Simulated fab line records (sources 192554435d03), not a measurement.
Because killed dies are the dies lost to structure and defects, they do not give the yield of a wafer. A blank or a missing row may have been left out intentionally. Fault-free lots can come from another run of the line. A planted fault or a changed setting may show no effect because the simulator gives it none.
Lot-split experiment :: flow n5_finfet :: on a route of 1938 steps: 7 lots, 39 wafers read

## ABOUT THE SPLIT
At N5_FIN_SAQP_HM_DEP_03 (deposits SiNx from SiH4/NH3/N2, target thk 38 nm, time 33.6 s), the setting target_thk_a was moved away from the recipe's 380 angstrom on 18 of the 39 wafers read, by -10.9% to +7.4%. All remaining wafers had this setting at the recipe value.

## FROM THE SPLIT TO THE READING: what the file shows between them, 4 steps
- N5_FIN_SAQP_THK_MEAS_05
- N5_FIN_SAQP_PECVD_47: deposits a-Si from SiH4/He, target thk 45 nm, time 36.3 s
- N5_FIN_SAQP_PECVD_48: deposits SiNx from SiH4/NH3/N2, target thk 25 nm, time 22.1 s
- N5_FIN_SAQP_MANDREL2_REMOVE_60: chemistry HBr/Cl2/O2, target a-Si, stops on SiNx, bt time 10 s

## THE READING
etch.depth_nm (the simulator's own value, which no gauge read), in nm, at N5_FIN_SAQP_HM_OPEN_33 (chemistry CH3F/O2, target SiNx, target depth 49.4 nm, time 70.6 s). The file gives no usual value for it. Here, 21 wafers ran the recipe; their average is 37.42 nm with a standard deviation of 0.47 nm.

wafer: L076.2
tool, chamber at the split: pecvd-03, 2
target_thk_a as run, angstrom: 380
against the recipe: recipe
etch.depth_nm, nm: 36.78
against lot-mates on the recipe: -

wafer: L076.3
tool, chamber at the split: pecvd-03, 1
target_thk_a as run, angstrom: 380
against the recipe: recipe
etch.depth_nm, nm: 37.38
against lot-mates on the recipe: -

wafer: L076.5
tool, chamber at the split: pecvd-03, 0
target_thk_a as run, angstrom: 380
against the recipe: recipe
etch.depth_nm, nm: 37.13
against lot-mates on the recipe: -

wafer: L083.1
tool, chamber at the split: pecvd-03, 1
target_thk_a as run, angstrom: 380
against the recipe: recipe
etch.depth_nm, nm: 37.63
against lot-mates on the recipe: -

wafer: L083.2
tool, chamber at the split: pecvd-03, 2
target_thk_a as run, angstrom: 344.8
against the recipe: -9.3%
etch.depth_nm, nm: 34.38
against lot-mates on the recipe: -3.56

wafer: L083.3
tool, chamber at the split: pecvd-03, 0
target_thk_a as run, angstrom: 380
against the recipe: recipe
etch.depth_nm, nm: 37.67
against lot-mates on the recipe: -

wafer: L083.4
tool, chamber at the split: pecvd-03, 0
target_thk_a as run, angstrom: 344.8
against the recipe: -9.3%
etch.depth_nm, nm: 34.6
against lot-mates on the recipe: -3.34

wafer: L083.5
tool, chamber at the split: pecvd-03, 2
target_thk_a as run, angstrom: 344.8
against the recipe: -9.3%
etch.depth_nm, nm: 34.87
against lot-mates on the recipe: -3.07

wafer: L083.6
tool, chamber at the split: pecvd-03, 1
target_thk_a as run, angstrom: 380
against the recipe: recipe
etch.depth_nm, nm: 38.52
against lot-mates on the recipe: -

wafer: L084.1
tool, chamber at the split: pecvd-03, 0
target_thk_a as run, angstrom: 380
against the recipe: recipe
etch.depth_nm, nm: 37.27
against lot-mates on the recipe: -

wafer: L084.2
tool, chamber at the split: pecvd-03, 1
target_thk_a as run, angstrom: 408.1
against the recipe: +7.4%
etch.depth_nm, nm: 40.22
against lot-mates on the recipe: +2.36

wafer: L084.3
tool, chamber at the split: pecvd-03, 2
target_thk_a as run, angstrom: 408.1
against the recipe: +7.4%
etch.depth_nm, nm: 40.14
against lot-mates on the recipe: +2.28

wafer: L084.4
tool, chamber at the split: pecvd-03, 0
target_thk_a as run, angstrom: 408.1
against the recipe: +7.4%
etch.depth_nm, nm: 41.05
against lot-mates on the recipe: +3.19

wafer: L084.5
tool, chamber at the split: pecvd-03, 1
target_thk_a as run, angstrom: 380
against the recipe: recipe
etch.depth_nm, nm: 38.35
against lot-mates on the recipe: -

wafer: L084.6
tool, chamber at the split: pecvd-03, 2
target_thk_a as run, angstrom: 380
against the recipe: recipe
etch.depth_nm, nm: 37.97
against lot-mates on the recipe: -

wafer: L086.1
tool, chamber at the split: pecvd-02, 1
target_thk_a as run, angstrom: 345.4
against the recipe: -9.1%
etch.depth_nm, nm: 33.59
against lot-mates on the recipe: -3.45

wafer: L086.2
tool, chamber at the split: pecvd-02, 0
target_thk_a as run, angstrom: 380
against the recipe: recipe
etch.depth_nm, nm: 37.08
against lot-mates on the recipe: -

wafer: L086.3
tool, chamber at the split: pecvd-02, 2
target_thk_a as run, angstrom: 380
against the recipe: recipe
etch.depth_nm, nm: 36.68
against lot-mates on the recipe: -

wafer: L086.4
tool, chamber at the split: pecvd-02, 0
target_thk_a as run, angstrom: 345.4
against the recipe: -9.1%
etch.depth_nm, nm: 33.7
against lot-mates on the recipe: -3.34

wafer: L086.5
tool, chamber at the split: pecvd-02, 2
target_thk_a as run, angstrom: 380
against the recipe: recipe
etch.depth_nm, nm: 37.35
against lot-mates on the recipe: -

wafer: L086.6
tool, chamber at the split: pecvd-02, 1
target_thk_a as run, angstrom: 345.4
against the recipe: -9.1%
etch.depth_nm, nm: 33.45
against lot-mates on the recipe: -3.59

wafer: L092.1
tool, chamber at the split: pecvd-02, 2
target_thk_a as run, angstrom: 365.4
against the recipe: -3.8%
etch.depth_nm, nm: 34.94
against lot-mates on the recipe: -2.68

wafer: L092.2
tool, chamber at the split: pecvd-02, 0
target_thk_a as run, angstrom: 365.4
against the recipe: -3.8%
etch.depth_nm, nm: 35.42
against lot-mates on the recipe: -2.20

wafer: L092.3
tool, chamber at the split: pecvd-02, 1
target_thk_a as run, angstrom: 365.4
against the recipe: -3.8%
etch.depth_nm, nm: 35.45
against lot-mates on the recipe: -2.17

wafer: L092.4
tool, chamber at the split: pecvd-02, 1
target_thk_a as run, angstrom: 380
against the recipe: recipe
etch.depth_nm, nm: 37.77
against lot-mates on the recipe: -

wafer: L092.5
tool, chamber at the split: pecvd-02, 2
target_thk_a as run, angstrom: 380
against the recipe: recipe
etch.depth_nm, nm: 37.64
against lot-mates on the recipe: -

wafer: L092.6
tool, chamber at the split: pecvd-02, 0
target_thk_a as run, angstrom: 380
against the recipe: recipe
etch.depth_nm, nm: 37.46
against lot-mates on the recipe: -

wafer: L093.1
tool, chamber at the split: pecvd-02, 1
target_thk_a as run, angstrom: 402
against the recipe: +5.8%
etch.depth_nm, nm: 38.58
against lot-mates on the recipe: +1.46

wafer: L093.2
tool, chamber at the split: pecvd-02, 2
target_thk_a as run, angstrom: 380
against the recipe: recipe
etch.depth_nm, nm: 37.26
against lot-mates on the recipe: -

wafer: L093.3
tool, chamber at the split: pecvd-02, 0
target_thk_a as run, angstrom: 380
against the recipe: recipe
etch.depth_nm, nm: 36.92
against lot-mates on the recipe: -

wafer: L093.4
tool, chamber at the split: pecvd-02, 2
target_thk_a as run, angstrom: 380
against the recipe: recipe
etch.depth_nm, nm: 37.18
against lot-mates on the recipe: -

wafer: L093.5
tool, chamber at the split: pecvd-02, 0
target_thk_a as run, angstrom: 402
against the recipe: +5.8%
etch.depth_nm, nm: 39.5
against lot-mates on the recipe: +2.38

wafer: L093.6
tool, chamber at the split: pecvd-02, 1
target_thk_a as run, angstrom: 402
against the recipe: +5.8%
etch.depth_nm, nm: 39.29
against lot-mates on the recipe: +2.17

wafer: L097.1
tool, chamber at the split: pecvd-02, 1,0
target_thk_a as run, angstrom: 338.7
against the recipe: -10.9%
etch.depth_nm, nm: 32.98
against lot-mates on the recipe: -4.29

wafer: L097.2
tool, chamber at the split: pecvd-02, 2
target_thk_a as run, angstrom: 380
against the recipe: recipe
etch.depth_nm, nm: 37.03
against lot-mates on the recipe: -

wafer: L097.3
tool, chamber at the split: pecvd-02, 1,0
target_thk_a as run, angstrom: 338.7
against the recipe: -10.9%
etch.depth_nm, nm: 32.98
against lot-mates on the recipe: -4.29

wafer: L097.4
tool, chamber at the split: pecvd-02, 2
target_thk_a as run, angstrom: 380
against the recipe: recipe
etch.depth_nm, nm: 37.03
against lot-mates on the recipe: -

wafer: L097.5
tool, chamber at the split: pecvd-02, 0
target_thk_a as run, angstrom: 380
against the recipe: recipe
etch.depth_nm, nm: 37.74
against lot-mates on the recipe: -

wafer: L097.6
tool, chamber at the split: pecvd-02, 1
target_thk_a as run, angstrom: 338.7
against the recipe: -10.9%
etch.depth_nm, nm: 33.31
against lot-mates on the recipe: -3.96
Where a row lists several chambers, the file gives one row for several wafers and doesn't say which wafer went through which chamber.

FIT RESULTS
A straight line over all 39 wafers: etch.depth_nm changes by +0.378 nm for each +1% of target_thk_a; r = +0.97; the points scatter about the line by 0.53 nm.
The same after taking each lot's own level away (the mean of its wafers on the recipe; 39 wafers): +0.374 nm for each +1%; r = +0.98; scatter 0.39 nm.
That fit puts the effect of the largest move of target_thk_a on the reading at 4.1 nm.
The lots' own levels span 37.037 to 37.940 nm, that is 1.9 times the standard deviation above.
Consequently the slope shifts little with the lot-to-lot level, the two slopes agreeing.
Check: for one of the wafers moved furthest among these (-10.9%), held out of the fit, the line's prediction against its lot-mates is -4.14 nm. It came out at -4.29 nm against them.

## THE WHOLE CHAIN: every reading that the file lists as answering this split, in the file's order
step: N5_FIN_SAQP_HM_DEP_03
what it does: deposits SiNx from SiH4/NH3/N2, target thk 38 nm, time 33.6 s
reading: SiNx_of_FIN_SAQP_HM_DEP_03.thk_nm (the simulator's own value, which no gauge read)
change (the file's fit): +0.38 nm for each +1% of the setting
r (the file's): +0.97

step: N5_FIN_SAQP_THK_MEAS_05
what it does: 
reading: thk_nm
change (the file's fit): withheld for each +1% of the setting
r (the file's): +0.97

step: N5_FIN_SAQP_HM_OPEN_33
what it does: chemistry CH3F/O2, target SiNx, target depth 49.4 nm, time 70.6 s
reading: etch_rf_on_time_s
change (the file's fit): withheld for each +1% of the setting
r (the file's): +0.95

step: N5_FIN_SAQP_HM_OPEN_33
what it does: chemistry CH3F/O2, target SiNx, target depth 49.4 nm, time 70.6 s
reading: etch.depth_nm (the simulator's own value, which no gauge read)
change (the file's fit): +0.379 nm for each +1% of the setting
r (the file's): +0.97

## THE FILE'S OWN FIT
etch.depth_nm changes by +0.379 nm for each +1% of target_thk_a, r = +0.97.
